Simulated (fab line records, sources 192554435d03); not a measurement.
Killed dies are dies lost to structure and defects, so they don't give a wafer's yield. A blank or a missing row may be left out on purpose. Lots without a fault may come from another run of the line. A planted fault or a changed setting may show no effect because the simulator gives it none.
Which tool did it? | flow n5_finfet | 9 lots, 27 wafers sampled, at 6 steps of a route of 1938

WHAT THE GAUGES READ, wafer by wafer
N5_GATE_CUT_THK_MEAS_24. Usual: GC_FILL_THK 220.0 nm, standard deviation 1.9.
lot  | measured     | on            | GC_FILL_THK (nm)  | flag
L690 | day 5 04:51  | film_metro-02 | 220.2 218.4 220.6 |
L694 | day 6 02:22  | film_metro-02 | 217.4 220.0 220.1 |
L696 | day 6 13:18  | film_metro-02 | 218.4 219.4 219.6 |
L699 | day 7 06:56  | film_metro-02 | 219.2 218.7 221.4 |
L700 | day 7 16:05  | film_metro-01 | 216.6 218.7 221.6 |
L705 | day 8 19:28  | film_metro-02 | 220.0 221.4 265.2 | OFF
L707 | day 9 07:22  | film_metro-02 | 218.2 217.2 219.3 |
L708 | day 9 16:29  | film_metro-01 | 260.7 260.9 261.3 | OFF
L711 | day 10 09:05 | film_metro-01 | 220.7 221.2 221.7 |

WHICH TOOL RAN EACH LOT (tool, then ch and the chambers of the sampled wafers, then the start)
lot  | N5_GATE_CUT_HM_DEP_46          | N5_GATE_CUT_HM_OPEN_40             | N5_GATE_CUT_ETCH_19                | N5_GATE_CUT_CUT_ETCH_54           | N5_GATE_CUT_CUT_ETCH_55
L690 | pecvd-01 ch 1,2, day 5 01:46   | rie_diel-04 ch 0,1,3, day 5 02:24  | rie_diel-04 ch 0,1,3, day 5 02:31  | rie_metal-01 ch 0,1, day 5 02:41  | rie_metal-01 ch 0,1, day 5 02:45
L694 | pecvd-02 ch 0,1,2, day 5 22:58 | rie_diel-04 ch 0,1,3, day 5 23:43  | rie_diel-04 ch 0,1,3, day 5 23:50  | rie_metal-03 ch 0,1, day 6 00:02  | rie_metal-03 ch 0,1, day 6 00:05
L696 | pecvd-01 ch 0,1,2, day 6 09:22 | rie_diel-06 ch 0,3, day 6 10:44    | rie_diel-06 ch 0,3, day 6 10:55    | rie_metal-02 ch 0,1, day 6 11:08  | rie_metal-02 ch 0,1, day 6 11:11
L699 | pecvd-01 ch 0,1,2, day 7 03:39 | rie_diel-03 ch 2,3, day 7 04:24    | rie_diel-03 ch 2,3, day 7 04:31    | rie_metal-03 ch 0,1, day 7 04:41  | rie_metal-03 ch 0,1, day 7 04:45
L700 | pecvd-01 ch 1,2, day 7 12:59   | rie_diel-06 ch 0,3, day 7 13:37    | rie_diel-06 ch 0,3, day 7 13:44    | rie_metal-01 ch 0,1, day 7 13:55  | rie_metal-01 ch 0,1, day 7 13:58
L705 | pecvd-01 ch 0,2, day 8 16:16   | rie_diel-06 ch 0,1,3, day 8 17:00  | rie_diel-06 ch 0,1,3, day 8 17:07  | rie_metal-01 ch 0,1, day 8 17:17  | rie_metal-01 ch 0,1, day 8 17:21
L707 | pecvd-03 ch 0,1, day 9 04:10   | rie_diel-03 ch 0,1,3, day 9 04:55  | rie_diel-03 ch 0,1,3, day 9 05:02  | rie_metal-03 ch 0,1, day 9 05:12  | rie_metal-03 ch 0,1, day 9 05:16
L708 | pecvd-01 ch 0,1,2, day 9 13:13 | rie_diel-03 ch 1,2,3, day 9 14:01  | rie_diel-03 ch 1,2,3, day 9 14:08  | rie_metal-01 ch 0,1, day 9 14:20  | rie_metal-01 ch 0,1, day 9 14:23
L711 | pecvd-03 ch 0, day 10 05:43    | rie_diel-06 ch 0,1,2, day 10 06:22 | rie_diel-06 ch 0,1,2, day 10 06:29 | rie_metal-03 ch 0,1, day 10 06:41 | rie_metal-03 ch 0,1, day 10 06:44
- N5_GATE_CUT_HM_DEP_46: deposits SiO2 from TEOS/O2, target thk 130 nm, time 26.6 s.
- N5_GATE_CUT_HM_OPEN_40: chemistry C4F6/O2, target SiO2, target depth 139 nm, time 85.1 s.
- N5_GATE_CUT_ETCH_19: etches SiNx in CH3F/O2, target depth 53.7 nm, time 76.7 s.
- N5_GATE_CUT_CUT_ETCH_54: etches TiN in Cl2/BCl3, target depth 96.7 nm.
- N5_GATE_CUT_CUT_ETCH_55: etches HfO2 in BCl3, target depth 3.2 nm.

WHAT THE TOOLS THEMSELVES READ (means of the sampled wafers that have a number; where no wafer has one, the mark that the record gives instead)
N5_GATE_CUT_HM_DEP_46. Usual: heater_power_w 514 W, standard deviation 79; showerhead_plenum_p_Torr 8.34 Torr, standard deviation 0.038; susceptor_temp_C 399.97 C, standard deviation 0.22; throttle_valve_pct 18.3 %, standard deviation 0.91.
lot  | tool     | heater_power_w (W) | showerhead_plenum_p_Torr (Torr) | susceptor_temp_C (C) | throttle_valve_pct (%) | flag
L690 | pecvd-01 | 602                | 8.33                            | 400.03               | 17.7                   |
L694 | pecvd-02 | 545                | 8.35                            | 399.94               | 19.2                   |
L696 | pecvd-01 | 439                | 8.33                            | 400.11               | 18.0                   |
L699 | pecvd-01 | 505                | 8.33                            | 399.99               | 17.9                   |
L700 | pecvd-01 | 548                | 8.31                            | 399.79               | 17.6                   |
L705 | pecvd-01 | 468                | 8.29                            | 399.93               | 17.9                   |
L707 | pecvd-03 | 538                | 8.37                            | 399.75               | 18.6                   |
L708 | pecvd-01 | 482                | 8.33                            | 399.99               | 18.0                   |
L711 | pecvd-03 | 488                | 8.34                            | 400.04               | 17.4                   |

N5_GATE_CUT_HM_OPEN_40. Usual: drypump_motor_current_A 5.7 A, standard deviation 0.39; etch_rf_on_time_s 94.2 s, standard deviation 1.7; oes_product_au 0.72 a.u., standard deviation 0.076; rf_vpp_V 663 V, standard deviation 8.2; showerhead_plenum_p_Torr 2.86 Torr, standard deviation 0.089; throttle_valve_pct 20.97 %, standard deviation 0.2.
lot  | tool        | drypump_motor_current_A (A) | etch_rf_on_time_s (s) | oes_product_au (a.u.) | rf_vpp_V (V) | showerhead_plenum_p_Torr (Torr) | throttle_valve_pct (%) | flag
L690 | rie_diel-04 | 5.5                         | 94.8                  | 0.69                  | 666          | 2.89                            | 20.99                  |
L694 | rie_diel-04 | 5.5                         | 94.7                  | 0.68                  | 665          | 2.89                            | 20.99                  |
L696 | rie_diel-06 | 5.7                         | 92.5                  | 0.75                  | 664          | 2.84                            | 21.00                  |
L699 | rie_diel-03 | 5.5                         | 94.6                  | 0.83                  | 657          | 2.87                            | 20.67                  |
L700 | rie_diel-06 | 5.7                         | 93.9                  | 0.70                  | 660          | 2.78                            | 21.13                  |
L705 | rie_diel-06 | 5.7                         | 104.3                 | 0.70                  | 664          | 2.84                            | 21.10                  | OFF
L707 | rie_diel-03 | 5.7                         | 93.9                  | 0.73                  | 662          | 2.87                            | 20.85                  |
L708 | rie_diel-03 | 5.5                         | 123.6                 | 0.84                  | 664          | 2.90                            | 20.73                  | OFF
L711 | rie_diel-06 | 5.6                         | 93.9                  | 0.73                  | 669          | 2.90                            | 21.03                  |

N5_GATE_CUT_ETCH_19. Usual: drypump_motor_current_A 5.7 A, standard deviation 0.39; etch_rf_on_time_s 77.1 s, standard deviation 1.1; oes_product_au 0.68 a.u., standard deviation 0.072; rf_vpp_V 296 V, standard deviation 3.7; showerhead_plenum_p_Torr 2.01 Torr, standard deviation 0.066; throttle_valve_pct 16.37 %, standard deviation 0.22.
lot  | tool        | drypump_motor_current_A (A) | etch_rf_on_time_s (s) | oes_product_au (a.u.) | rf_vpp_V (V) | showerhead_plenum_p_Torr (Torr) | throttle_valve_pct (%) | flag
L690 | rie_diel-04 | 5.5                         | 77.2                  | 0.65                  | 298          | 2.03                            | 16.40                  |
L694 | rie_diel-04 | 5.5                         | 77.7                  | 0.64                  | 298          | 2.03                            | 16.41                  |
L696 | rie_diel-06 | 5.7                         | 75.2                  | 0.72                  | 297          | 2.00                            | 16.36                  |
L699 | rie_diel-03 | 5.5                         | 77.9                  | 0.78                  | 294          | 2.02                            | 16.04                  |
L700 | rie_diel-06 | 5.7                         | 77.3                  | 0.66                  | 295          | 1.95                            | 16.52                  |
L705 | rie_diel-06 | 5.7                         | 76.8                  | 0.65                  | 297          | 2.00                            | 16.50                  |
L707 | rie_diel-03 | 5.7                         | 77.7                  | 0.69                  | 295          | 2.02                            | 16.24                  |
L708 | rie_diel-03 | 5.5                         | 77.0                  | 0.74                  | 296          | 2.04                            | 16.07                  |
L711 | rie_diel-06 | 5.6                         | 77.1                  | 0.68                  | 298          | 2.04                            | 16.40                  |

N5_GATE_CUT_CUT_ETCH_54. Usual: drypump_motor_current_A 5.6 A, standard deviation 0.42; etch_rf_on_time_s 36.3 s, standard deviation 0.55; oes_product_au 0.71 a.u., standard deviation 0.088; throttle_valve_pct 22.13 %, standard deviation 0.12.
lot  | tool         | drypump_motor_current_A (A) | etch_rf_on_time_s (s) | oes_product_au (a.u.) | throttle_valve_pct (%) | flag
L690 | rie_metal-01 | 5.9                         | 36.1                  | 0.84                  | 22.10                  |
L694 | rie_metal-03 | 5.3                         | 36.4                  | 0.71                  | 22.10                  |
L696 | rie_metal-02 | 5.6                         | 36.4                  | 0.62                  | 22.14                  |
L699 | rie_metal-03 | 5.3                         | 36.0                  | 0.71                  | 22.11                  |
L700 | rie_metal-01 | 5.9                         | 35.7                  | 0.79                  | 22.11                  |
L705 | rie_metal-01 | 5.8                         | 36.3                  | 0.77                  | 22.12                  |
L707 | rie_metal-03 | 5.3                         | 36.2                  | 0.70                  | 22.11                  |
L708 | rie_metal-01 | 5.9                         | 36.4                  | 0.76                  | 22.13                  |
L711 | rie_metal-03 | 5.6                         | 36.3                  | 0.69                  | 22.18                  |

N5_GATE_CUT_CUT_ETCH_55. Usual: drypump_motor_current_A 5.6 A, standard deviation 0.42; oes_product_au 0.79 a.u., standard deviation 0.098; throttle_valve_pct 32.92 %, standard deviation 0.17.
lot  | tool         | drypump_motor_current_A (A) | oes_product_au (a.u.) | throttle_valve_pct (%) | flag
L690 | rie_metal-01 | 5.8                         | 0.92                  | 32.82                  |
L694 | rie_metal-03 | 5.3                         | 0.79                  | 32.84                  |
L696 | rie_metal-02 | 5.6                         | 0.68                  | 32.95                  |
L699 | rie_metal-03 | 5.3                         | 0.78                  | 32.85                  |
L700 | rie_metal-01 | 5.9                         | 0.88                  | 32.84                  |
L705 | rie_metal-01 | 5.9                         | 0.85                  | 32.84                  |
L707 | rie_metal-03 | 5.3                         | 0.78                  | 32.86                  |
L708 | rie_metal-01 | 5.9                         | 0.84                  | 32.85                  |
L711 | rie_metal-03 | 5.6                         | 0.76                  | 33.02                  |

THE ANSWER, worked out from the rows above alone
Rule: a lot is off if the mean of its wafers that have a number lies more than 3 standard deviations from the usual mean. A lot without any number at a reading at which 4 lots or more have one is off too. The other lots that the step has rows for count as sound. The gauges are gone through in route order, then the tools' own readings, and for those a lot's mean is taken as printed above. The first step at which some lot is off is used, and at that step the reading that is off furthest; a lot without a number counts as furthest.
Off: L705, L708, at N5_GATE_CUT_THK_MEAS_24 (GC_FILL_THK).
A tool fits if, at a process step before that reading, it ran every lot that is off, and no sound lot after the first of them. The gauges at N5_GATE_CUT_THK_MEAS_24 aren't tried: what is off there is off at N5_GATE_CUT_HM_OPEN_40 too, on other tools, and a gauge's error can't cause that. Can't be told from this: 2 tools fit, pecvd-01 at N5_GATE_CUT_HM_DEP_46, rie_metal-01 at N5_GATE_CUT_CUT_ETCH_54 and N5_GATE_CUT_CUT_ETCH_55.

WHAT THE SIMULATOR HAD PUT IN
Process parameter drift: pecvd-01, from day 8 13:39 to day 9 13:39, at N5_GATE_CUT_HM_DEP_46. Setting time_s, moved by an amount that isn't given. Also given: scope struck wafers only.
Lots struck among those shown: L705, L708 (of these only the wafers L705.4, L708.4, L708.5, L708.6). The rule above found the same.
